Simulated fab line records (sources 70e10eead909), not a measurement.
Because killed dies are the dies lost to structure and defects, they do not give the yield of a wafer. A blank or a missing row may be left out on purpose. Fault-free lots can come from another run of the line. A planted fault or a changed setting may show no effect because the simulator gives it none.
Which of the tools did it? + flow nand-harc + route of 1302 steps, sampled at 1 step: 11 lots, 33 wafers

## WHAT THE GAUGES READ, wafer by wafer
NHARC_A_ONON_D1_THK_MEAS_18: measures by ellipsometry.
| lot  | measured     | on            | thk-nm (nm)    |
|------|--------------|---------------|----------------|
| L075 | day 8 13:18  | film-metro-01 | 1007 1008 1008 |
| L077 | day 9 15:07  | film-metro-01 | 981 980 983    |
| L079 | day 10 02:53 | film-metro-01 | 1021 1022 1020 |
| L081 | day 11 03:04 | film-metro-01 | 989 989 989    |
| L083 | day 12 07:14 | film-metro-01 | 1017 1017 1016 |
| L085 | day 12 20:48 | film-metro-02 | 1000 998 999   |
| L088 | day 14 08:59 | film-metro-01 | 981 982 982    |
| L090 | day 15 10:00 | film-metro-01 | 1000 1000 998  |
| L093 | day 15 23:40 | film-metro-01 | 989 989 990    |
| L094 | day 16 15:31 | film-metro-01 | 1006 1006 1007 |
| L097 | day 17 08:08 | film-metro-01 | 1010 1010 1009 |

## WHAT TOOL EACH LOT RAN ON (gives the tool, then ch and the chambers of the sampled wafers, and finally the start)
The record shows no process step preceding these readings.

## THE ANSWER, worked out from the rows above alone
Rule: what is usual is taken from the lots themselves. The widest of any qualifying gaps counts: lots, ordered by their means at a reading, are off when they make up no more than a third of the lots, leave a main group of 4 or more, and stand apart from it by 3 or more times the standard deviation of that group's means. The tables above print the reading to a certain number of digits; a main group whose means all agree to those digits is not used. Also off: a lot with no number at a reading for which 4 or more lots have one. The other lots that the step has rows for count as sound.
Across all readings shown, no lot is off: no conclusion can be drawn from this.

## WHAT WAS PUT IN BY THE SIMULATOR
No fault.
